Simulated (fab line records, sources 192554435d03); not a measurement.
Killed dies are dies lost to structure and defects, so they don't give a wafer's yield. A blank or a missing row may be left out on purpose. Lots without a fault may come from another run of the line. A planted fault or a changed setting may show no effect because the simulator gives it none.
Which tool did it? | flow n5_finfet | 13 lots, 37 wafers sampled, at 5 steps of a route of 1938

WHAT THE GAUGES READ, wafer by wafer
N5_BEOL_M15_RS_MEAS_54: measures by four-point-probe. Usual: M15_RS 0.0217 ohm/sq, standard deviation 0.00048.
lot  | measured     | on            | M15_RS (ohm/sq)      | flag
L541 | day 11 09:04 | film_metro-01 | 0.0210 0.0216 0.0216 |
L542 | day 11 20:33 | film_metro-02 | 0.0213 0.0211 0.0219 |
L543 | day 11 23:54 | film_metro-02 | 0.0209 0.0211 0.0210 |
L544 | day 12 02:26 | film_metro-01 | 0.0217 0.0216 0.0216 |
L545 | day 12 08:34 | film_metro-02 | 0.0217 0.0216 0.0222 |
L546 | day 12 13:14 | film_metro-01 | 0.0216 0.0216 0.0214 |
L550 | day 14 02:19 | film_metro-02 | 0.0217 0.0220        |
L557 | day 15 13:16 | film_metro-02 | 0.0220 0.0219        |
L558 | day 15 22:20 | film_metro-01 | 0.0213 0.0221 0.0215 |
L559 | day 16 00:26 | film_metro-01 | 0.0211 0.0220 0.0221 |
L561 | day 16 05:04 | film_metro-02 | 0.0216 0.0220 0.0218 |
L562 | day 16 17:37 | film_metro-02 | 0.0218 0.0213 0.0217 |
L563 | day 17 05:02 | film_metro-01 | 0.0230 0.0218 0.0223 |

N5_BEOL_M15_INSPECT_55: inspects for defects (darkfield). Usual: raw_defect_count 72, standard deviation 23.
lot  | measured     | on                | raw_defect_count | flag
L541 | day 11 09:05 | defect_inspect-02 | 58 49 63         |
L542 | day 11 20:34 | defect_inspect-01 | 80 81 97         |
L543 | day 11 23:55 | defect_inspect-02 | 147 88 86        |
L544 | day 12 02:28 | defect_inspect-02 | 125 76 83        |
L545 | day 12 08:35 | defect_inspect-01 | 87 69 74         |
L546 | day 12 13:16 | defect_inspect-01 | 49 44 53         |
L550 | day 14 02:20 | defect_inspect-01 | 42 114           |
L557 | day 15 13:17 | defect_inspect-01 | 126 76           |
L558 | day 15 22:22 | defect_inspect-02 | 42 46 54         |
L559 | day 16 00:28 | defect_inspect-01 | 81 84 75         |
L561 | day 16 05:05 | defect_inspect-02 | 89 104 98        |
L562 | day 16 17:38 | defect_inspect-02 | 103 34 81        |
L563 | day 17 05:04 | defect_inspect-01 | 85 70 54         |

N5_MIM_BOT_LITHO_CD_MEAS_08: target cd 3000 nm. Usual: cd_nm 3000.2 nm, standard deviation 2.4.
lot  | measured     | on        | cd_nm (nm)           | flag
L541 | day 11 15:00 | cd_sem-03 | 3003.0 3002.6 2996.0 |
L542 | day 12 01:02 | cd_sem-01 | 3002.2 2998.9 3002.8 |
L543 | day 12 03:27 | cd_sem-03 | 2999.9 2999.1 2999.4 |
L544 | day 12 07:27 | cd_sem-01 | 2995.7 2998.7 3000.2 |
L545 | day 12 12:19 | cd_sem-01 | 3000.1 3001.3 3000.6 |
L546 | day 12 17:39 | cd_sem-03 | 3001.2 3000.5 2997.3 |
L550 | day 14 07:40 | cd_sem-02 | 3009.2 3002.1        |
L557 | day 15 18:28 | cd_sem-03 | 2994.6 2997.6        |
L558 | day 16 01:40 | cd_sem-03 | 2995.9 3000.3 2996.5 |
L559 | day 16 04:49 | cd_sem-02 | 3000.8 3000.6 3004.3 |
L561 | day 16 10:25 | cd_sem-03 | 2994.3 2997.9 2996.1 |
L562 | day 16 22:37 | cd_sem-02 | 3000.7 3003.0 2994.5 |
L563 | day 17 12:01 | cd_sem-01 | 2996.7 2998.4 2999.3 |

N5_MIM_BOT_LITHO_INSPECT_12: inspects for defects (macro). Usual: raw_defect_count 2.2, standard deviation 1.4.
lot  | measured     | on                | raw_defect_count | flag
L541 | day 11 15:03 | defect_inspect-02 | 5 1 0            |
L542 | day 12 01:05 | defect_inspect-01 | 0 3 2            |
L543 | day 12 03:31 | defect_inspect-01 | 5 4 0            |
L544 | day 12 07:30 | defect_inspect-02 | 4 1 1            |
L545 | day 12 12:23 | defect_inspect-01 | 3 0 5            |
L546 | day 12 17:43 | defect_inspect-01 | 1 3 3            |
L550 | day 14 07:43 | defect_inspect-01 | 2 0              |
L557 | day 15 18:31 | defect_inspect-01 | 3 2              |
L558 | day 16 01:43 | defect_inspect-02 | 0 3 0            |
L559 | day 16 04:52 | defect_inspect-01 | 4 3 2            |
L561 | day 16 10:28 | defect_inspect-02 | 2 3 1            |
L562 | day 16 22:40 | defect_inspect-01 | 2 1 5            |
L563 | day 17 12:04 | defect_inspect-02 | 3 2 3            |

WHICH TOOL RAN EACH LOT (tool, then ch and the chambers of the sampled wafers, then the start)
lot  | N5_MIM_BOT_LITHO_PEB_06
L541 | litho_track-03 ch 0, day 11 14:53
L542 | litho_track-02 ch 0, day 12 00:55
L543 | litho_track-05 ch 0, day 12 03:20
L544 | litho_track-03 ch 0, day 12 07:20
L545 | litho_track-03 ch 0, day 12 12:12
L546 | litho_track-02 ch 0, day 12 17:32
L550 | litho_track-02 ch 0, day 14 07:32
L557 | litho_track-03 ch 0, day 15 18:20
L558 | litho_track-05 ch 0, day 16 01:32
L559 | litho_track-03 ch 0, day 16 04:41
L561 | litho_track-03 ch 0, day 16 10:18
L562 | litho_track-03 ch 0, day 16 22:30
L563 | litho_track-05 ch 0, day 17 11:54
- N5_MIM_BOT_LITHO_PEB_06

WHAT THE TOOLS THEMSELVES READ (means of the sampled wafers that have a number; where no wafer has one, the mark that the record gives instead)
The record holds no such reading with a usual standard deviation.

THE ANSWER, worked out from the rows above alone
Rule: a lot is off if the mean of its wafers that have a number lies more than 3 standard deviations from the usual mean. A lot without any number at a reading at which 4 lots or more have one is off too. The other lots that the step has rows for count as sound. The gauges are gone through in route order, then the tools' own readings, and for those a lot's mean is taken as printed above. The first step at which some lot is off is used, and at that step the reading that is off furthest; a lot without a number counts as furthest.
No lot is off at any reading shown: from this, nothing can be told.

WHAT THE SIMULATOR HAD PUT IN
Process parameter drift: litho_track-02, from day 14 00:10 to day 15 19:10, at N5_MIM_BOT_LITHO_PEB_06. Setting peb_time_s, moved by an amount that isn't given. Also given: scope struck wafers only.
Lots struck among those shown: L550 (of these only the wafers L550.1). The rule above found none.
